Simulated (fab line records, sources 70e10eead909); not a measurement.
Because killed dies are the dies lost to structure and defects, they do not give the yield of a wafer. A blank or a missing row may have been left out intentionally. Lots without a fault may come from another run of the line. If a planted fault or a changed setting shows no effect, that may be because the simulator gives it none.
fab line records    flow nand_harc
record lots=14  wafers=42  last_day=34
route steps=1302 shown HYBRID_BOND@1238 THIN_TSV@1259 END@1302
lots with no fault: from the same line, run without faults
start_h: start of the lot's first displayed wafer, in hours after the record's first day    wait_h: hours since the lot's step before    " as in the row above    L1.1+2: several wafers, shown together as one row    - value missing, or start not given    * or withheld: withheld    < > ~ a bound
route shown NAME@n: names a module that has steps shown in the file, with the first one's number in the route    usual: average and standard deviation across the fault-free wafers    same: alike in all rows    chamber/n: place in a boat    sites: the reading at each site    _std_site: standard deviation across them    _edge_site: mean of outer sites minus mean of inner sites    radius_mm: how far each site lies from the wafer's centre    mask NAME#n: copy n    behind: the last tool/chamber to shape the wafer    hold: reason for holding the lot/hours on hold/outcome of the hold    device: the transistor (n, p or np) that didn't switch    end of line: tests of these same wafers at the route's end    a step without rows: its recipe alone    killed: dies lost to structure and defects at the first sort, not the wafer's yield    map: per-die view of a wafer (x killed, . not killed, _ where there is no die)
set.NAME: the setting that was run; set.NAME@STEP: the one run at that earlier step    model.NAME: the simulator's own value behind a step, which no gauge read
a sample of lots followed through the steps of the route, with each step as a table and each wafer as a row
services: from which hour (start_h, from the record's first day; less than 0 if before it) a tool's chamber was out of use, for how many hours, and why
## steps
# step NHARC_HYBRID_BOND_PRECLEAN_01
# recipe time_s=300  temp_c=23  chemistry=DIW
lot.wafer   tool          chamber  start_h  wait_h
L254.6+4+5  wet_bench-08  7,0,2    549.90   0.1
L258.6+2+4  wet_bench-10  5,1,2    579.42   0.1
L257.5+6+3  wet_bench-08  7,2,3    582.66   0.1
L256.5+3+1  wet_bench-08  7,1,3    583.13   0.1
L260.4+1+2  wet_bench-08  7,1,2    608.49   0.2
L259.4+6+5  wet_bench-10  2,3,5    610.08   0.1
L262.3+5+4  wet_bench-10  0,4,5    624.80   0.1
L264.6+3+5  wet_bench-08  3,4,5    664.80   0.1
L263.4+2+6  wet_bench-10  5,0,1    674.01   0.1
L271.3+2+1  wet_bench-10  2,4,5    716.69   0.1
L273.3+5+6  wet_bench-10  2,3,6    741.84   0.1
L275.6+1+2  wet_bench-08  7,1,3    764.12   0.1
L276.4+5+3  wet_bench-08  2,5,7    768.08   0.1
L274.1+6+2  wet_bench-08  5,0,1    769.18   0.2
# step NHARC_THIN_TSV_CD_MEAS_12
# recipe target_cd_nm=1000  landing_energy_ev=500
# usual cd_nm=1000.3/1.8
lot.wafer  tool       chamber  start_h  wait_h  cd_nm
L254.4     cd_sem-02  0        561.71   -       1002.1
L254.5     "          0        "        "       1003.3
L254.6     "          0        "        "       1001.2
L257.3     cd_sem-01  0        592.06   -       998.2
L257.5     "          0        "        "       999.5
L257.6     "          0        "        "       1000.6
L258.2     cd_sem-01  0        593.11   -       999.0
L258.4     "          0        "        "       1000.8
L258.6     "          0        "        "       1000.9
L256.1     cd_sem-01  0        596.46   -       1000.4
L256.3     "          0        "        "       1003.2
L256.5     "          0        "        "       1001.6
L260.1     cd_sem-03  0        621.70   -       998.4
L260.2     "          0        "        "       1000.6
L260.4     "          0        "        "       1001.2
L259.4     cd_sem-03  0        622.90   -       1001.2
L259.5     "          0        "        "       997.9
L259.6     "          0        "        "       999.1
L262.3     cd_sem-03  0        639.58   -       998.7
L262.4     "          0        "        "       1000.9
L262.5     "          0        "        "       1001.6
L264.3     cd_sem-02  0        677.07   -       996.6
L264.5     "          0        "        "       998.1
L264.6     "          0        "        "       997.8
L263.2     cd_sem-01  0        686.02   -       1001.4
L263.4     "          0        "        "       998.6
L263.6     "          0        "        "       1001.0
L271.1     cd_sem-01  0        730.00   -       1001.6
L271.2     "          0        "        "       998.4
L271.3     "          0        "        "       999.4
L273.3     cd_sem-02  0        757.13   -       997.2
L273.5     "          0        "        "       998.8
L273.6     "          0        "        "       999.0
L275.1     cd_sem-01  0        776.08   -       1003.0
L275.2     "          0        "        "       1002.3
L275.6     "          0        "        "       1002.9
L276.3     cd_sem-02  0        783.80   -       1003.0
L276.4     "          0        "        "       1003.4
L276.5     "          0        "        "       1004.5
L274.1     cd_sem-02  0        784.89   -       1001.9
L274.2     "          0        "        "       1003.8
L274.6     "          0        "        "       1002.8
# step NHARC_THIN_TSV_STRIP_56
# recipe power_w=1500  temp_c=250  chemistry=O2
# usual drypump_motor_current_A=5.66/0.15  heater_power_w=345/35
lot.wafer  tool             chamber  start_h  wait_h  drypump_motor_current_A  heater_power_w  rf_hours_counter_h
L254.4     plasma_asher-02  1        568.36   0.2     5.79                     365             -
L254.6     "                0        "        "       5.68                     317             -
L254.5     "                1        "        "       5.80                     366             -
L257.3     plasma_asher-01  0        598.56   0.2     5.60                     339             -
L257.6     "                0        "        "       5.62                     343             -
L257.5     "                1        "        "       5.26                     418             -
L258.2     plasma_asher-02  0        599.69   0.1     5.65                     312             54
L258.4     "                0        "        "       5.66                     319             -
L258.6     "                1        "        "       5.76                     356             -
L256.1     plasma_asher-02  0        603.06   0.1     5.69                     321             55
L256.3     "                0        "        "       5.71                     323             -
L256.5     "                0        "        "       5.74                     315             -
L260.1     plasma_asher-02  1        628.37   0.1     5.76                     350             2
L260.2     "                0        "        "       5.69                     318             2
L260.4     "                0        "        "       5.72                     304             -
L259.4     plasma_asher-02  1        629.70   0.2     5.77                     349             -
L259.5     "                0        "        "       5.69                     303             -
L259.6     "                1        "        "       5.76                     351             -
L262.3     plasma_asher-02  1        646.09   0.2     5.77                     351             -
L262.4     "                0        "        "       5.74                     309             -
L262.5     "                1        "        "       5.76                     347             -
L264.3     plasma_asher-02  0        683.74   0.2     5.69                     319             -
L264.6     "                1        "        "       5.75                     350             -
L264.5     "                0        "        "       5.69                     308             -
L263.2     plasma_asher-02  1        692.58   0.1     5.79                     342             13
L263.4     "                1        "        "       5.78                     348             -
L263.6     "                1        "        "       5.75                     345             -
L271.1     plasma_asher-01  0        736.98   0.1     5.61                     346             36
L271.2     "                1        "        "       5.29                     424             36
L271.3     "                0        "        "       5.59                     342             -
L273.3     plasma_asher-01  1        764.16   0.2     5.34                     421             -
L273.6     "                1        "        "       5.32                     414             -
L273.5     "                0        "        "       5.61                     348             -
L275.1     plasma_asher-01  1        782.76   0.4     5.31                     423             6
L275.2     "                0        "        "       5.59                     356             6
L275.6     "                0        "        "       5.62                     358             -
L276.3     plasma_asher-02  1        790.40   0.2     5.76                     367             -
L276.4     "                0        "        "       5.68                     305             -
L276.5     "                0        "        "       5.69                     309             -
L274.1     plasma_asher-02  1        791.86   0.1     5.76                     348             0
L274.2     "                0        "        "       5.70                     306             0
L274.6     "                1        "        "       5.73                     353             -
# step NHARC_END_SORT_01
# recipe temp_c=25
# usual defect_limited_yield=91.0/2.6  killed_at_array=57/17  killed_at_other=0.5/0.82  killed_at_periphery=4.0/2.8  killed_dies=61/18  killed_open=2.9/2  killed_short=2.3/1.7
# same gross_dies=677
lot.wafer  tool       chamber  start_h  wait_h  defect_limited_yield[%]  killed_at_array  killed_at_other  killed_at_periphery  killed_dies  killed_open  killed_short
L263.2     prober-01  0        702.11   2.8     89.7                     69               0                1                    70           4            4
L263.4     prober-01  0        703.70   3.4     87.4                     82               0                3                    85           3            3
L263.6     prober-01  0        705.29   4.0     90.4                     64               0                1                    65           8            0
L271.1     prober-01  0        743.89   2.5     82.1                     40               77               4                    121          3            3
L271.2     prober-01  0        744.70   2.8     76.7                     48               106              4                    158          2            2
L271.3     prober-01  0        745.50   3.1     84.6                     58               38               8                    104          4            4
L273.3     prober-01  0        774.16   3.1     84.5                     60               43               2                    105          1            1
L273.5     prober-01  0        775.80   3.8     83.6                     52               55               4                    111          4            1
L273.6     prober-01  0        776.62   4.1     80.1                     60               74               1                    135          3            1
# killed by level:class
L263.2 A_SLIT:chamber_film_flake=33 A_CHANNEL_HOLE_D1:chamber_film_flake=15 A_STAIRCASE:chamber_film_flake=6 A_CONTACT:chamber_film_flake=6 A_SOURCE_PLATE:geometric_particle:short=2 A_DECK1_JOINT:geometric_particle:short=1 A_DECK1_JOINT:geometric_particle:open=1 A_SGD_CUT:geometric_particle:short=1
L263.4 A_CHANNEL_HOLE_D1:chamber_film_flake=36 A_SLIT:chamber_film_flake=33 A_CONTACT:chamber_film_flake=3 P_M0:geometric_particle:short=2 A_CHANNEL_FILL_D2:geometric_particle:open=2 A_CHANNEL_FILL_D1:chamber_film_flake=2 A_STAIRCASE:chamber_film_flake=2 A_WL_FILL:chamber_film_flake=2
L263.6 A_SLIT:chamber_film_flake=30 A_CHANNEL_HOLE_D1:chamber_film_flake=17 A_CONTACT:chamber_film_flake=4 A_STAIRCASE:chamber_film_flake=3 A_CHANNEL_FILL_D2:geometric_particle:open=2 A_CHANNEL_FILL_D1:geometric_particle:open=1 A_SGD_CUT:geometric_particle:open=1 A_WL_FILL:geometric_particle:open=1
L271.1 HYBRID_BOND:unspecified=77 A_CHANNEL_HOLE_D2:chamber_film_flake=17 A_CHANNEL_HOLE_D1:chamber_film_flake=7 A_STAIRCASE:chamber_film_flake=3 A_M0:chamber_film_flake=3 P_M2:chamber_film_flake=2 A_SLIT:chamber_film_flake=2 A_CONTACT:chamber_film_flake=2
L271.2 HYBRID_BOND:unspecified=106 A_CHANNEL_HOLE_D2:chamber_film_flake=23 A_CHANNEL_HOLE_D1:chamber_film_flake=10 P_M2:chamber_film_flake=3 A_SLIT:chamber_film_flake=3 A_M0:chamber_film_flake=2 A_CONTACT:chamber_film_flake=2 P_M2:geometric_particle:short=1
L271.3 HYBRID_BOND:unspecified=38 A_CHANNEL_HOLE_D2:chamber_film_flake=20 A_CHANNEL_HOLE_D1:chamber_film_flake=17 A_CONTACT:chamber_film_flake=5 P_M2:chamber_film_flake=3 A_WL_FILL:chamber_film_flake=3 A_ONON_D1:geometric_particle:open=2 P_GATE:chamber_film_flake=2
L273.3 HYBRID_BOND:unspecified=42 A_SLIT:chamber_film_flake=33 A_CHANNEL_HOLE_D1:chamber_film_flake=13 A_CONTACT:chamber_film_flake=3 A_CHANNEL_HOLE_D2:chamber_film_flake=3 A_WL_FILL:chamber_film_flake=3 A_SGD_CUT:chamber_film_flake=2 P_M0:geometric_particle:short=1
L273.5 HYBRID_BOND:unspecified=55 A_SLIT:chamber_film_flake=34 A_CHANNEL_HOLE_D1:chamber_film_flake=5 A_CHANNEL_HOLE_D2:chamber_film_flake=4 P_BONDPAD:chamber_film_flake=2 A_STAIRCASE:chamber_film_flake=2 A_CONTACT:chamber_film_flake=2 P_CONTACT:geometric_particle:open=1
L273.6 HYBRID_BOND:unspecified=71 A_SLIT:chamber_film_flake=35 A_CHANNEL_HOLE_D1:chamber_film_flake=14 A_STAIRCASE:chamber_film_flake=3 A_CONTACT:chamber_film_flake=3 THIN_TSV:chamber_film_flake=3 A_ONON_D1:geometric_particle:open=2 A_CHANNEL_FILL_D1:geometric_particle:short=1
## services
tool             chamber  start_h  hours  kind
plasma_asher-01  -        566.62   9.0    pm
wet_bench-10     -        582.89   1.5    repair
plasma_asher-02  -        603.34   9.0    pm
plasma_asher-02  0        603.34   9.0    vent_cycle
plasma_asher-02  1        603.34   9.0    vent_cycle
plasma_asher-02  0        612.34   -      clean
plasma_asher-02  1        612.34   -      clean
plasma_asher-02  -        614.36   12.3   repair
wet_bench-08     -        646.43   8.0    pm
wet_bench-08     0        654.43   -      consumable_replace:bath
wet_bench-08     0        654.43   -      consumable_replace:filter
wet_bench-08     1        654.43   -      consumable_replace:bath
wet_bench-08     1        654.43   -      consumable_replace:filter
wet_bench-08     2        654.43   -      consumable_replace:bath
wet_bench-08     2        654.43   -      consumable_replace:filter
wet_bench-08     3        654.43   -      consumable_replace:bath
wet_bench-08     3        654.43   -      consumable_replace:filter
wet_bench-08     4        654.43   -      consumable_replace:bath
wet_bench-10     -        663.20   8.0    pm
plasma_asher-01  -        711.81   8.0    repair
plasma_asher-01  -        743.62   9.0    pm
plasma_asher-02  -        780.34   9.0    pm
plasma_asher-02  0        780.34   9.6    vent_cycle
plasma_asher-02  1        780.34   9.6    vent_cycle
## key
first_sign step=NHARC_END_SORT_01  reading=killed_at_other  direction=up  sigmas=65  usual=0.5  struck=65.5
effect step=NHARC_END_SORT_01  reading=defect_limited_yield  direction=down  sigmas=3.5  usual=91.0  struck=81.9
more_kills_born_at NHARC_HYBRID_BOND_PRECLEAN_01@wet_bench-10=389
met_at NHARC_HYBRID_BOND_PRECLEAN_01
struck_lots L271,L273
not_acting_at NHARC_THIN_TSV_CD_MEAS_12,NHARC_THIN_TSV_STRIP_56
onset_between 674.01 716.69
fault kind=chamber_particle_source  tool=wet_bench-10  chamber=-  onset_h=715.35  steps=NHARC_HYBRID_BOND_PRECLEAN_01  rate_per_visit_cm2=1.8267  end_h=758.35
